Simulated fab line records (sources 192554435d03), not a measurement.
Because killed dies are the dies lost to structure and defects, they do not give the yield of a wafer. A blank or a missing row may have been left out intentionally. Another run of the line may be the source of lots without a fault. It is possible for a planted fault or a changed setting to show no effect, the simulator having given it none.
The tool behind it: which one? / flow n5-finfet / Sampling: 7 lots, 21 wafers, 3 of 1938 route steps

WHAT THE GAUGES SHOWED, per wafer
N5_BEOL_M5_OCD_MEAS_38.
lot=L863; measured=day 8 13:11; on=ocd-02; trench-depth-nm (nm)=70.8 71.7 71.8
lot=L866; measured=day 9 06:27; on=ocd-01; trench-depth-nm (nm)=72.0 73.2 72.0
lot=L872; measured=day 11 01:43; on=ocd-02; trench-depth-nm (nm)=68.9 70.1 69.7
lot=L873; measured=day 11 06:04; on=ocd-02; trench-depth-nm (nm)=72.2 72.3 97.8
lot=L875; measured=day 11 12:02; on=ocd-02; trench-depth-nm (nm)=72.2 70.3 96.7
lot=L878; measured=day 12 02:44; on=ocd-02; trench-depth-nm (nm)=70.5 73.3 72.9
lot=L883; measured=day 14 14:12; on=ocd-02; trench-depth-nm (nm)=74.5 70.0 71.6

WHICH TOOL RAN EACH LOT (tool, then ch and the chambers of the sampled wafers, then the start)
lot=L863; N5_BEOL_M5_ETCH_75=rie-diel-06 ch 0,3, day 8 12:48; N5_BEOL_M5_TRENCH_ETCH_37=rie-diel-06 ch 0,3, day 8 13:02
lot=L866; N5_BEOL_M5_ETCH_75=rie-diel-06 ch 1,3, day 9 06:04; N5_BEOL_M5_TRENCH_ETCH_37=rie-diel-06 ch 1,3, day 9 06:17
lot=L872; N5_BEOL_M5_ETCH_75=rie-diel-04 ch 0,1,3, day 11 01:20; N5_BEOL_M5_TRENCH_ETCH_37=rie-diel-04 ch 0,1,3, day 11 01:34
lot=L873; N5_BEOL_M5_ETCH_75=rie-diel-06 ch 0,1,2, day 11 05:41; N5_BEOL_M5_TRENCH_ETCH_37=rie-diel-06 ch 0,1,2, day 11 05:55
lot=L875; N5_BEOL_M5_ETCH_75=rie-diel-06 ch 0,1,2, day 11 11:38; N5_BEOL_M5_TRENCH_ETCH_37=rie-diel-06 ch 0,1,2, day 11 11:52
lot=L878; N5_BEOL_M5_ETCH_75=rie-diel-02 ch 0,2,3, day 12 02:21; N5_BEOL_M5_TRENCH_ETCH_37=rie-diel-02 ch 0,2,3, day 12 02:35
lot=L883; N5_BEOL_M5_ETCH_75=rie-diel-06 ch 0,2,3, day 14 13:49; N5_BEOL_M5_TRENCH_ETCH_37=rie-diel-06 ch 0,2,3, day 14 14:03
- N5_BEOL_M5_ETCH_75: etches underlayer in N2/H2, target depth 6.5 nm, time 5.2 s.
- N5_BEOL_M5_TRENCH_ETCH_37: etches SiCOH lowk in C4F6/O2, target depth 71.652 nm, time 24.7 s.

THE ANSWER, worked out from the rows above alone
Rule: the lots themselves supply what counts as usual. The widest of any qualifying gaps counts: lots, ordered by their means at a reading, are off when they make up no more than a third of the lots, leave a main group of 4 or more, and stand apart from it by 3 or more times the standard deviation of that group's means. If all means in a main group match to the digits the tables above print for the reading, that group is not used. A lot without any number at a reading at which 4 lots or more have one is off too. Where the step has rows for the other lots, those lots are counted as sound.
Off: L873, L875 (N5_BEOL_M5_OCD_MEAS_38, trench-depth-nm). The main group has a mean of 71.5 nm with a standard deviation of 1.
If a tool, at a process step before that reading, ran all the lots that are off and no sound lot after the first of them, it fits. Gauges at N5_BEOL_M5_OCD_MEAS_38: tried the same way as those tools. Of those tried, none fits.

WHAT WAS PUT IN BY THE SIMULATOR
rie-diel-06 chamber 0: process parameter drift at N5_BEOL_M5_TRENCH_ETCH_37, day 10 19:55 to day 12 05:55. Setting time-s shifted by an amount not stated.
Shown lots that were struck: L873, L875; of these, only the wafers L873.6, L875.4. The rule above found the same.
